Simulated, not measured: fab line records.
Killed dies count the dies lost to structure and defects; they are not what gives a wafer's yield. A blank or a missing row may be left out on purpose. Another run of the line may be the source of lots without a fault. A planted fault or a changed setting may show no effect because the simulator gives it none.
fab line records	flow n5_finfet	part 1 of 2: steps 1 to 27 of 32
[record] lots = 5	wafers = 15	last_day = 16
route steps=1938 shown BEOL_M7@1322 BEOL_M8@1332
lots that met no fault: taken from a fault-free run of the same line
start_h: start of the lot's first displayed wafer, in hours after the record's first day	wait_h: hours since the lot's step before	" unchanged from the row above	L1.1+2: several wafers, shown together as one row	- value missing, or start not given	* or withheld: withheld	< > ~ a bound
route shown NAME@n: NAME is a module with steps in the file, n the number in the route of the first one	usual: mean/standard deviation of fault-free wafers	same: alike in all rows	chamber/n: place in a boat	sites: per-site readings	_std_site: how widely they spread, as a standard deviation	_edge_site: the outer-site mean with the inner-site mean subtracted	radius_mm: how far each site lies from the wafer's centre	mask NAME#n: copy n	behind: tool/chamber where the wafer was last shaped	hold: why the lot was held/for how many hours/how that ended	device: names the non-switching transistor (n, p or np)	end of line: the tests these same wafers got at the end of their route	step lacking rows: just its recipe	killed: not the wafer's yield, but the dies lost to structure and defects at the first sort	map: per-die view of a wafer (x killed, . not killed, _ where there is no die)
set.NAME: the setting as run; set.NAME@STEP: as run at that earlier step	model.NAME: the simulator's own value behind a step, which no gauge read
lots seen at some steps along the route; tables by step, rows by wafer
services: from which hour (start_h, from the record's first day; less than 0 if before it) a tool's chamber was out of use, for how many hours, and why
[[steps]]
[step N5_BEOL_M7_CVD_78]
[recipe] material = Co	target_thk_a = 20	temp_c = withheld	precursor = CCTBA/H2	pressure_torr = 30	time_s = 142.3
lot.wafer	tool	chamber	start_h	wait_h
L076.2+3+5	cvd_co-02	2,0,0	202.43	0.1
L080.1+5+6	cvd_co-01	1,2,0	226.35	0.0
L089.1+4+6	cvd_co-01	0,0,2	289.51	0.3
L090.1+5+6	cvd_co-02	0,0,2	292.05	0.3
L092.3+4+6	cvd_co-02	0,0,2	302.79	0.3
[step N5_BEOL_M7_SPUTTER_48]
[recipe] material = Cu	target_thk_a = 100	temp_c = -20	bias_v = 60	power_w = 26000	chamber_pressure_pa = 0.13	time_s = 1.667
[usual] throttle_valve_pct = 30.5/0.87
lot.wafer	tool	chamber	start_h	wait_h	throttle_valve_pct
L076.2	pvd_sputter-02	-	202.55	0.1	29.7
L076.3	"	-	"	"	31.7
L076.5	"	-	"	"	30.8
L080.1	pvd_sputter-03	-	226.52	0.1	29.7
L080.5	"	-	"	"	29.4
L080.6	"	-	"	"	29.7
L089.1	pvd_sputter-03	-	289.90	0.3	29.9
L089.4	"	-	"	"	29.7
L089.6	"	-	"	"	31.4
L090.1	pvd_sputter-03	-	292.18	0.1	31.5
L090.5	"	-	"	"	29.8
L090.6	"	-	"	"	29.8
L092.3	pvd_sputter-02	-	304.44	1.6	29.4
L092.4	"	-	"	"	30.7
L092.6	"	-	"	"	29.8
[step N5_BEOL_M7_ECD_50]
[recipe] material = Cu	target_thk_a = 3000
lot.wafer	tool	chamber	start_h	wait_h
L076.2+3+5	ecd_cu-01	0	202.67	0.1
L080.1+5+6	ecd_cu-01	0,0,1	226.64	0.1
L089.1+4+6	ecd_cu-02	0	290.15	0.2
L090.1+5+6	ecd_cu-02	1,0,1	292.30	0.1
L092.3+4+6	ecd_cu-02	0,1,1	304.58	0.1
[step N5_BEOL_M7_ANNEAL_51]
[recipe] temp_c = 225	time_s = 90	ambient = N2
[usual] anneal_temp_c_max = 225.88/0.27	wafer_temp_C_max = 225.85/0.2
lot.wafer	tool	chamber	start_h	wait_h	anneal_temp_c_max	wafer_temp_C_max
L076.2	rtp_anneal-01	0	203.23	0.5	226.16	225.67
L076.3	"	0	"	"	226.34	225.67
L076.5	"	0	"	"	226.09	225.87
L080.1	rtp_anneal-02	0	226.81	0.1	225.92	226.03
L080.5	"	0	"	"	225.55	225.47
L080.6	"	0	"	"	225.70	226.05
L089.1	rtp_anneal-01	0	290.45	0.3	225.99	225.70
L089.4	"	0	"	"	226.56	225.95
L089.6	"	0	"	"	226.27	226.24
L090.1	rtp_anneal-01	0	292.39	0.1	225.71	225.78
L090.5	"	0	"	"	225.85	225.54
L090.6	"	0	"	"	226.06	225.82
L092.3	rtp_anneal-02	0	304.92	0.3	225.68	225.92
L092.4	"	0	"	"	225.85	225.92
L092.6	"	0	"	"	225.59	225.82
[step N5_BEOL_M7_CMP_52]
[recipe] stop_on = SiCOH_lowk	t_overpolish_s = 6.9	down_force_psi = 1	platen_rpm = 50	clearing_platen_down_force_psi = 1.5	clearing_platen_rpm = 50	post_cmp_clean = cu_alkaline	target_thk_nm = 80	clearing_platen_pad_velocity_m_s = 0.99484	pad_velocity_m_s = 0.99484
[usual] barrier_field_endpoint_s = 29.0/0.65	motor_current_A = 6.2/0.52	overpolish_run_s = 6.899/0.0097	retaining_ring_pressure_frac = 1.000/0.0051	time_to_endpoint_s = 61.8/2.8
[same] t_overpolish_s = 6.9
lot.wafer	tool	chamber	start_h	wait_h	barrier_field_endpoint_s	motor_current_A	overpolish_run_s	retaining_ring_pressure_frac	time_to_endpoint_s
L076.2	cmp-01	0	203.49	0.2	27.9	6.2	6.897	1.000	59.4
L076.3	"	1	"	"	29.3	5.1	6.888	0.999	60.0
L076.5	"	0	"	"	29.4	6.0	6.877	1.013	62.1
L080.1	cmp-03	0	227.14	0.3	29.1	6.3	6.910	1.001	70.0
L080.5	"	3	"	"	28.3	5.7	6.902	1.004	59.6
L080.6	"	0	"	"	29.6	6.2	6.908	0.989	66.9
L089.4	cmp-02	3	290.82	0.2	29.4	6.5	6.907	1.013	59.6
L089.1	"	0	"	"	29.2	5.9	6.897	0.994	62.1
L089.6	"	1	"	"	29.4	6.3	6.902	0.995	60.3
L090.1	cmp-02	1	292.69	0.3	28.7	6.2	6.900	0.996	62.1
L090.6	"	1	"	"	28.6	6.2	6.892	0.990	56.4
L090.5	"	2	"	"	29.0	6.0	6.898	1.000	61.0
L092.3	cmp-01	3	305.20	0.2	29.3	7.2	6.901	0.999	64.5
L092.4	"	0	"	"	28.6	5.9	6.894	0.994	62.3
L092.6	"	2	"	"	28.9	6.9	6.906	0.997	61.3
[step N5_BEOL_M7_THK_MEAS_53]
[recipe] thk_meas_gauge = xrf	reads = Cu_of_BEOL_M7_ECD_50
[usual] M7_THK = 80.5/1.9
lot.wafer	tool	chamber	start_h	wait_h	M7_THK[nm]
L076.2	film_metro-02	-	203.78	-	82.7
L076.3	"	-	"	"	81.8
L076.5	"	-	"	"	81.2
L080.1	film_metro-02	-	227.40	-	82.5
L080.5	"	-	"	"	82.7
L080.6	"	-	"	"	82.3
L089.1	film_metro-01	-	291.04	-	80.5
L089.4	"	-	"	"	81.2
L089.6	"	-	"	"	78.1
L090.1	film_metro-01	-	292.98	-	79.5
L090.5	"	-	"	"	81.2
L090.6	"	-	"	"	83.8
L092.3	film_metro-01	-	305.42	-	82.8
L092.4	"	-	"	"	82.8
L092.6	"	-	"	"	81.2
[step N5_BEOL_M7_PRE_CLEAN_55]
[recipe] gas = NH3	time_s = 15	temp_c = withheld	rf_power_w = 300
lot.wafer	tool	chamber	start_h	wait_h
L076.2+3+5	pecvd-01	2,0,0	203.82	0.0
L080.1+5+6	pecvd-01	0,1,0	227.44	0.0
L089.1+4+6	pecvd-02	0,0,2	291.08	0.0
L090.1+5+6	pecvd-02	2,0,2	293.02	0.0
L092.3+4+6	pecvd-04	2,2,1	305.46	0.0
[step N5_BEOL_M7_DEP_56]
[recipe] material = SiCN	target_thk_a = 100	temp_c = withheld	precursor = 3MS/NH3	pressure_torr = 3	rf_w = 202	time_s = 17.5
[usual] showerhead_plenum_p_Torr = 3.664/0.01	throttle_valve_pct = 9.3/0.74
lot.wafer	tool	chamber	start_h	wait_h	showerhead_plenum_p_Torr	throttle_valve_pct
L076.2	pecvd-01	2	203.84	0.0	3.673	8.9
L076.3	"	0	"	"	3.659	9.9
L076.5	"	0	"	"	3.656	9.7
L080.1	pecvd-01	0	227.46	0.0	3.657	9.7
L080.5	"	1	"	"	3.665	10.7
L080.6	"	0	"	"	3.663	9.8
L089.1	pecvd-02	0	291.10	0.0	3.657	9.6
L089.4	"	0	"	"	3.654	9.3
L089.6	"	2	"	"	3.669	8.3
L090.1	pecvd-02	2	293.04	0.0	3.656	8.4
L090.5	"	0	"	"	3.659	9.4
L090.6	"	2	"	"	3.658	8.1
L092.3	pecvd-04	2	305.49	0.0	3.672	8.0
L092.4	"	2	"	"	3.661	8.1
L092.6	"	1	"	"	3.661	9.1
[step N5_BEOL_M7_RS_MEAS_57]
[recipe] thk_meas_gauge = four-point-probe	reads = Cu_of_BEOL_M7_ECD_50+Co_of_BEOL_M7_CVD_78+TaN_of_BEOL_M7_ALD_77
[usual] M7_RS = 0.288/0.0076
lot.wafer	tool	chamber	start_h	wait_h	M7_RS[ohm/sq]
L076.2	film_metro-02	-	203.91	0.1	0.277
L076.3	"	-	"	"	0.282
L076.5	"	-	"	"	0.282
L080.1	film_metro-01	-	227.53	0.1	0.278
L080.5	"	-	"	"	0.277
L080.6	"	-	"	"	0.278
L089.1	film_metro-01	-	291.17	0.1	0.289
L089.4	"	-	"	"	0.287
L089.6	"	-	"	"	0.297
L090.1	film_metro-02	-	293.11	0.1	0.294
L090.5	"	-	"	"	0.287
L090.6	"	-	"	"	0.277
L092.3	film_metro-01	-	305.56	0.1	0.281
L092.4	"	-	"	"	0.279
L092.6	"	-	"	"	0.285
[step N5_BEOL_M7_INSPECT_58]
[recipe] inspect_instrument = darkfield	mode = post_dep
[usual] raw_defect_count = 69/21
lot.wafer	tool	chamber	start_h	wait_h	raw_defect_count
L076.2	defect_inspect-02	-	203.94	0.0	67
L076.3	"	-	"	"	102
L076.5	"	-	"	"	69
L080.1	defect_inspect-02	-	227.56	0.0	59
L080.5	"	-	"	"	68
L080.6	"	-	"	"	44
L089.1	defect_inspect-02	-	291.20	0.0	65
L089.4	"	-	"	"	127
L089.6	"	-	"	"	84
L090.1	defect_inspect-02	-	293.14	0.0	43
L090.5	"	-	"	"	40
L090.6	"	-	"	"	47
L092.3	defect_inspect-02	-	305.58	0.0	75
L092.4	"	-	"	"	47
L092.6	"	-	"	"	70
[step N5_BEOL_M8_ILD_DEP_00]
[recipe] material = SiCOH_lowk	target_thk_a = 1797.5	temp_c = 300	precursor = DEMS/porogen	pressure_torr = 5	rf_w = 500	time_s = 33.4
[usual] heater_power_w = 288/36	showerhead_plenum_p_Torr = 5.739/0.013	throttle_valve_pct = 14.0/0.77
lot.wafer	tool	chamber	start_h	wait_h	heater_power_w	showerhead_plenum_p_Torr	throttle_valve_pct
L076.2	pecvd-04	0	203.97	0.0	234	5.740	14.0
L076.3	"	0	"	"	241	5.738	14.0
L076.5	"	0	"	"	248	5.734	14.2
L080.1	pecvd-04	0	227.59	0.0	232	5.725	13.9
L080.5	"	0	"	"	250	5.732	14.1
L080.6	"	1	"	"	311	5.730	14.2
L089.1	pecvd-04	1	291.23	0.0	271	5.711	14.2
L089.4	"	1	"	"	272	5.735	14.2
L089.6	"	2	"	"	254	5.724	12.3
L090.1	pecvd-03	0	293.17	0.0	301	5.733	14.2
L090.5	"	0	"	"	301	5.727	14.3
L090.6	"	2	"	"	314	5.745	13.7
L092.3	pecvd-03	2	305.64	0.1	257	5.745	13.7
L092.4	"	1	"	"	263	5.770	13.9
L092.6	"	1	"	"	271	5.764	14.1
[step N5_BEOL_M8_CURE_74]
[recipe] temp_c = 385	time_s = 240	ambient = He/Ar	material = SiCOH_lowk
[usual] lamp_power_pct = 52.32/0.058	wafer_temp_C_max = 387.0/0.71
lot.wafer	tool	chamber	start_h	wait_h	lamp_power_pct	wafer_temp_C_max
L076.2	uv_cure-02	2	204.34	0.3	52.38	387.3
L076.3	"	2	"	"	52.29	386.6
L076.5	"	2	"	"	52.35	386.8
L080.1	uv_cure-01	1	227.68	0.1	52.20	387.6
L080.5	"	1	"	"	52.38	387.4
L080.6	"	1	"	"	52.28	387.6
L089.1	uv_cure-01	2	291.30	0.0	52.35	386.9
L089.4	"	2	"	"	52.37	386.8
L089.6	"	2	"	"	52.29	386.6
L090.1	uv_cure-01	0	293.48	0.3	52.27	386.3
L090.5	"	0	"	"	52.29	387.1
L090.6	"	0	"	"	52.37	386.6
L092.3	uv_cure-03	0	305.86	0.2	52.41	387.4
L092.4	"	0	"	"	52.31	387.1
L092.6	"	0	"	"	52.31	387.5
[step N5_BEOL_M8_THK_MEAS_01]
[recipe] reads = SiCOH_lowk_of_BEOL_M8_ILD_DEP_00
[usual] M8_ILD_THK = 154.3/2.3
lot.wafer	tool	chamber	start_h	wait_h	M8_ILD_THK[nm]
L076.2	film_metro-02	-	204.77	0.4	151.4
L076.3	"	-	"	"	155.0
L076.5	"	-	"	"	155.3
L080.1	film_metro-02	-	228.19	0.4	150.5
L080.5	"	-	"	"	153.8
L080.6	"	-	"	"	154.6
L089.1	film_metro-02	-	291.81	0.4	155.9
L089.4	"	-	"	"	157.5
L089.6	"	-	"	"	155.0
L090.1	film_metro-01	-	294.00	0.4	150.5
L090.5	"	-	"	"	150.3
L090.6	"	-	"	"	154.3
L092.3	film_metro-01	-	306.22	0.3	153.5
L092.4	"	-	"	"	152.7
L092.6	"	-	"	"	152.9
[step N5_BEOL_M8_PECVD_70]
[recipe] material = SiO2	target_thk_a = 200	temp_c = 400	precursor = TEOS/O2	pressure_torr = 5.5	rf_w = 450	teos_flow_sccm = 53.8	gas = O2	flow_sccm = 3000	time_s = 22.7
[usual] heater_power_w = 703/74	showerhead_plenum_p_Torr = 8.79/0.046	throttle_valve_pct = 23.0/1.6
lot.wafer	tool	chamber	start_h	wait_h	heater_power_w	showerhead_plenum_p_Torr	throttle_valve_pct
L076.2	pecvd-03	1	204.81	0.0	761	8.86	22.2
L076.3	"	2	"	"	696	8.81	21.8
L076.5	"	2	"	"	692	8.84	22.1
L080.1	pecvd-01	0	228.23	0.0	742	8.72	24.2
L080.5	"	0	"	"	725	8.75	24.0
L080.6	"	1	"	"	796	8.83	26.2
L089.1	pecvd-01	2	291.85	0.0	789	8.81	22.4
L089.4	"	1	"	"	819	8.83	26.2
L089.6	"	2	"	"	805	8.84	22.3
L090.1	pecvd-03	0	294.03	0.0	606	8.74	23.1
L090.5	"	2	"	"	597	8.84	22.0
L090.6	"	0	"	"	602	8.73	23.2
L092.3	pecvd-03	2	306.27	0.1	591	8.82	22.4
L092.4	"	1	"	"	753	8.84	22.3
L092.6	"	1	"	"	742	8.87	22.4
[step N5_BEOL_M8_HM_DEP_02]
[recipe] material = TiN	target_thk_a = 200	temp_c = 25	chamber_pressure_pa = 0.49996
[usual] throttle_valve_pct = 30.4/0.84
lot.wafer	tool	chamber	start_h	wait_h	throttle_valve_pct
L076.2	pvd_sputter-02	-	204.87	0.0	31.6
L076.3	"	-	"	"	30.5
L076.5	"	-	"	"	31.7
L080.1	pvd_sputter-02	-	229.97	1.7	31.6
L080.5	"	-	"	"	30.6
L080.6	"	-	"	"	30.1
L089.1	pvd_sputter-03	-	291.92	0.1	29.8
L089.4	"	-	"	"	29.4
L089.6	"	-	"	"	31.3
L090.1	pvd_sputter-03	-	298.43	4.4	31.5
L090.5	"	-	"	"	29.5
L090.6	"	-	"	"	29.6
L092.3	pvd_sputter-01	-	308.53	2.2	30.1
L092.4	"	-	"	"	32.1
L092.6	"	-	"	"	32.0
[step N5_BEOL_M8_COAT_59]
[recipe] resist = SOC	temp_c = 250	time_s = 60	spin_rpm = 1500	resist_thk_nm = 100
lot.wafer	tool	chamber	start_h	wait_h
L076.2+3+5	litho_track-02	0	204.99	0.1
L080.1+5+6	litho_track-02	0	230.11	0.1
L089.1+4+6	litho_track-02	0	292.05	0.1
L090.1+5+6	litho_track-02	0	298.56	0.1
L092.3+4+6	litho_track-02	0	308.66	0.1
[step N5_BEOL_M8_COAT_60]
[recipe] resist = SiARC	temp_c = 220	time_s = 60	spin_rpm = 1500	resist_thk_nm = 35
lot.wafer	tool	chamber	start_h	wait_h
L076.2+3+5	litho_track-02	0	-	-
L080.1+5+6	litho_track-02	0	-	-
L089.1+4+6	litho_track-02	0	-	-
L090.1+5+6	litho_track-02	0	-	-
L092.3+4+6	litho_track-02	0	-	-
[step N5_BEOL_M8_COAT_05]
[recipe] resist = CAR-ArF	spin_rpm = 1500	resist_thk_nm = 90
lot.wafer	tool	chamber	start_h	wait_h
L076.2+3+5	litho_track-02	0	-	-
L080.1+5+6	litho_track-02	0	-	-
L089.1+4+6	litho_track-02	0	-	-
L090.1+5+6	litho_track-02	0	-	-
L092.3+4+6	litho_track-02	0	-	-
[step N5_BEOL_M8_EBR_07]
[recipe] solvent = PGMEA	ebr_width_mm = 1.5
lot.wafer	tool	chamber	start_h	wait_h
L076.2+3+5	litho_track-02	0	-	-
L080.1+5+6	litho_track-02	0	-	-
L089.1+4+6	litho_track-02	0	-	-
L090.1+5+6	litho_track-02	0	-	-
L092.3+4+6	litho_track-02	0	-	-
[step N5_BEOL_M8_SOFTBAKE_06]
[recipe] temp_c = 110	time_s = 60	resist = CAR-ArF
lot.wafer	tool	chamber	start_h	wait_h
L076.2+3+5	litho_track-02	0	-	-
L080.1+5+6	litho_track-02	0	-	-
L089.1+4+6	litho_track-02	0	-	-
L090.1+5+6	litho_track-02	0	-	-
L092.3+4+6	litho_track-02	0	-	-
[step N5_BEOL_M8_EXPOSE_08]
[recipe] mask_id = M8	na = 1.35	source_shape = dipole	sigma_inner = 0.817	sigma_outer = 0.97	polarization = te	dose_mj = 68.25
[usual] reticle_temp_C = 22.97/0.098	stage_vel_mm_s = 500.06/0.22
lot.wafer	tool	chamber	start_h	wait_h	mask	reticle_temp_C	stage_vel_mm_s
L076.2	arfi_scanner-02	0	205.24	-	M8#0	22.85	500.16
L076.3	"	0	"	"	M8#0	22.86	500.13
L076.5	"	0	"	"	M8#0	23.06	500.25
L080.1	arfi_scanner-02	0	230.23	-	M8#0	22.92	499.90
L080.5	"	0	"	"	M8#0	23.07	500.15
L080.6	"	0	"	"	M8#0	22.88	500.05
L089.1	arfi_scanner-01	0	292.17	-	M8#0	22.92	499.81
L089.4	"	0	"	"	M8#0	22.95	499.54
L089.6	"	0	"	"	M8#0	22.95	499.95
L090.1	arfi_scanner-01	0	298.80	-	M8#0	23.18	500.07
L090.5	"	0	"	"	M8#0	23.04	499.69
L090.6	"	0	"	"	M8#0	23.11	499.64
L092.3	arfi_scanner-01	0	308.92	-	M8#0	23.01	500.15
L092.4	"	0	"	"	M8#0	22.99	499.95
L092.6	"	0	"	"	M8#0	23.10	499.82
[step N5_BEOL_M8_PEB_09]
[recipe] peb_temp_c = withheld	peb_time_s = 60	resist = CAR-ArF
lot.wafer	tool	chamber	start_h	wait_h
L076.2+3+5	litho_track-04	0	205.30	0.0
L080.1+5+6	litho_track-02	0	230.29	0.1
L089.1+4+6	litho_track-02	0	292.23	0.1
L090.1+5+6	litho_track-05	0	298.86	0.1
L092.3+4+6	litho_track-02	0	308.97	0.0
[step N5_BEOL_M8_DEVELOP_10]
[recipe] develop_time_s = 30	developer = TMAH	resist = CAR-ArF	rinse_liquid = diw	dry = air_spin	dev_temp_c = 23
lot.wafer	tool	chamber	start_h	wait_h
L076.2+3+5	litho_track-04	0	-	-
L080.1+5+6	litho_track-02	0	-	-
L089.1+4+6	litho_track-02	0	-	-
L090.1+5+6	litho_track-05	0	-	-
L092.3+4+6	litho_track-02	0	-	-
[step N5_BEOL_M8_CD_MEAS_11]
[recipe] target_cd_nm = 38.5	landing_energy_ev = 500	detector = se_inlens	polarity = opening
[usual] cd_nm = 38.4/0.5
lot.wafer	tool	chamber	start_h	wait_h	cd_nm
L076.2	cd_sem-01	0	205.36	-	38.5
L076.3	"	0	"	"	38.6
L076.5	"	0	"	"	37.8
L080.1	cd_sem-02	0	230.36	-	38.3
L080.5	"	0	"	"	38.2
L080.6	"	0	"	"	38.5
L089.1	cd_sem-02	0	292.30	-	38.9
L089.4	"	0	"	"	38.1
L089.6	"	0	"	"	37.8
L090.1	cd_sem-01	0	298.93	-	38.6
L090.5	"	0	"	"	38.7
L090.6	"	0	"	"	38.7
L092.3	cd_sem-03	0	309.03	-	38.6
L092.4	"	0	"	"	38.5
L092.6	"	0	"	"	38.3
[step N5_BEOL_M8_OVL_MEAS_12]
[recipe] points_per_wafer = 44
[usual] M8_OVL = 0.3/0.81
lot.wafer	tool	chamber	start_h	wait_h	M8_OVL[nm]
L076.2	overlay-02	0	205.39	0.0	1.8
L076.3	"	0	"	"	0.4
L076.5	"	0	"	"	0.0
L080.1	overlay-02	0	230.39	0.0	1.4
L080.5	"	0	"	"	1.1
L080.6	"	0	"	"	-0.4
L089.1	overlay-01	0	292.33	0.0	-0.6
L089.4	"	0	"	"	-1.5
L089.6	"	0	"	"	0.0
L090.1	overlay-02	0	298.96	0.0	0.1
L090.5	"	0	"	"	0.3
L090.6	"	0	"	"	-0.5
L092.3	overlay-02	0	309.06	0.0	0.5
L092.4	"	0	"	"	-0.2
L092.6	"	0	"	"	-0.1
[step N5_BEOL_M8_INSPECT_13]
[recipe] mode = adi	inspect_instrument = brightfield
[usual] raw_defect_count = 398/80
lot.wafer	tool	chamber	start_h	wait_h	raw_defect_count
L076.2	defect_inspect-01	-	205.42	0.0	423
L076.3	"	-	"	"	465
L076.5	"	-	"	"	337
L080.1	defect_inspect-01	-	230.41	0.0	393
L080.5	"	-	"	"	341
L080.6	"	-	"	"	329
L089.1	defect_inspect-02	-	292.35	0.0	424
L089.4	"	-	"	"	410
L089.6	"	-	"	"	318
L090.1	defect_inspect-01	-	298.98	0.0	283
L090.5	"	-	"	"	276
L090.6	"	-	"	"	277
L092.3	defect_inspect-02	-	309.09	0.0	488
L092.4	"	-	"	"	438
L092.6	"	-	"	"	472
[step N5_BEOL_M8_DESCUM_16]
[recipe] chemistry = O2	time_s = 7.9	source_power_w = 50	bias_power_w = 20	pressure_mtorr = 20	rf_frequency_hz = 2.712e+07	temp_c = 40	resist = CAR-ArF	o2_flow_sccm = 225
[usual] drypump_motor_current_A = 5.5/0.51	oes_product_au = 0.79/0.076	rf_vpp_V = 243.2/1.4	showerhead_plenum_p_Torr = 2.10/0.076	throttle_valve_pct = 20.48/0.22
lot.wafer	tool	chamber	start_h	wait_h	drypump_motor_current_A	oes_product_au	rf_hours_counter_h	rf_vpp_V	showerhead_plenum_p_Torr	throttle_valve_pct
L076.2	rie_diel-03	1	205.47	0.1	4.8	0.78	110	241.9	2.03	20.11
L076.3	"	0	"	"	6.2	0.70	229	244.9	2.16	20.73
L076.5	"	1	"	"	4.8	0.79	-	241.7	2.03	20.13
L080.1	rie_diel-01	1	230.45	0.0	5.7	0.91	25	241.8	2.05	20.28
L080.5	"	2	"	"	5.1	0.77	-	245.6	2.19	20.72
L080.6	"	1	"	"	5.7	0.92	-	243.3	2.05	20.26
L089.1	rie_diel-03	1	292.66	0.3	4.8	0.76	139	242.6	2.02	20.18
L089.4	"	1	"	"	4.8	0.76	-	241.7	2.02	20.15
L089.6	"	3	"	"	5.8	0.87	-	243.6	2.14	20.52
L090.1	rie_diel-01	0	299.02	0.0	5.6	0.70	250	242.1	2.06	20.70
L090.5	"	1	"	"	5.7	0.87	-	242.7	2.04	20.31
L090.6	"	2	"	"	5.1	0.75	-	243.8	2.18	20.77
L092.3	rie_diel-06	1	309.57	0.5	5.4	0.76	147	242.6	2.12	20.64
L092.4	"	2	"	"	5.2	0.77	160	242.2	2.02	20.68
L092.6	"	1	"	"	5.4	0.76	-	243.8	2.12	20.63
